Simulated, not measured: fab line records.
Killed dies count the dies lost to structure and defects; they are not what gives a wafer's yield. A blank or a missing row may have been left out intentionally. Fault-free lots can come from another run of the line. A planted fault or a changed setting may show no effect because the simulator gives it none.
The same fault as seen by 2 desks ; flow n5-finfet ; each desk has only its own numbers; what lay behind them comes last

== FOR THE TOOL OWNER'S DESK: rie-si-06 ==
The tool's own readings at N5_BEOL_M0_SAQP_MANDREL_ETCH_103 (etches a-Si in HBr/Cl2, stops on SiCN, target depth 45 nm, bt time 10 s, time 27 s): means of the sampled wafers that have a number, for each lot that ran on this tool. Any lot whose mean is over 4 standard deviations away from the usual mean is out of limits and marked OUT; that distance is given in the brackets.
Columns: A = drypump-motor-current-A at N5_BEOL_M0_SAQP_MANDREL_ETCH_103, usual 5.6 A; B = oes-product-au at N5_BEOL_M0_SAQP_MANDREL_ETCH_103, usual 0.677 a.u.; C = throttle-valve-pct at N5_BEOL_M0_SAQP_MANDREL_ETCH_103, usual 35.6 %
lot;first seen here;A;B;C
L988;day 7 00:19;5.6;0.677;35.6
L992;day 7 21:34;5.8;0.674;35.6
L996;day 9 00:17;5.5;0.672;35.9
L998;day 9 13:04;5.5;0.677;35.6
L100;day 9 21:51;5.8;0.663;35.6
This desk's verdict: no lot among the 5 shows anything out of limits.

== THE METROLOGY DESK ==
What the gauges read for every lot (on any tool): the sampled wafers with a number, averaged. Any lot whose mean is over 4 standard deviations away from the usual mean is out of limits and marked OUT; that distance is given in the brackets. Only the readings that lie furthest out on some lot appear, 7 of the 10 it has.
Columns: A = DIBL_N at N5_BEOL_M4_RC_MEAS_101, usual 36.0 mV/V; B = IOFF_P at N5_BEOL_M4_RC_MEAS_101, usual 0.21 nA/um; C = ION_N at N5_BEOL_M4_RC_MEAS_101, usual 673 uA/um; D = ION_P at N5_BEOL_M4_RC_MEAS_101, usual 463 uA/um; E = SS_P at N5_BEOL_M4_RC_MEAS_101, usual 73.3 mV/dec; F = VT_N at N5_BEOL_M4_RC_MEAS_101, usual 250 mV; G = VT_P at N5_BEOL_M4_RC_MEAS_101, usual -250 mV
lot;first seen here;A;B;C;D;E;F;G
L988;day 8 22:27;36.0;0.20;664;461;73.2;252;-250
L992;day 10 00:16;36.7;0.19;683;465;73.7;249;-253
L993;day 10 11:10;33.9;0.21;667;463;73.1;252;-248
L995;day 10 22:46;34.9;0.24;682;474;73.0;247;-246
L996;day 11 03:14;35.4;0.27;687;482;73.9;248;-242
L998;day 11 14:01;36.0;0.19;680;460;73.9;248;-253
L100;day 12 10:09;37.9;0.23;678;464;72.9;249;-249
L105;day 13 10:40;35.7;0.18;677;462;72.8;251;-254
This desk's verdict: no lot among the 8 shows anything out of limits.

== TAKEN TOGETHER ==
The tool owner's desk saw nothing out of limits.
At the metrology desk, nothing out of limits was observed.

== WHAT THE SIMULATOR HAD PUT IN ==
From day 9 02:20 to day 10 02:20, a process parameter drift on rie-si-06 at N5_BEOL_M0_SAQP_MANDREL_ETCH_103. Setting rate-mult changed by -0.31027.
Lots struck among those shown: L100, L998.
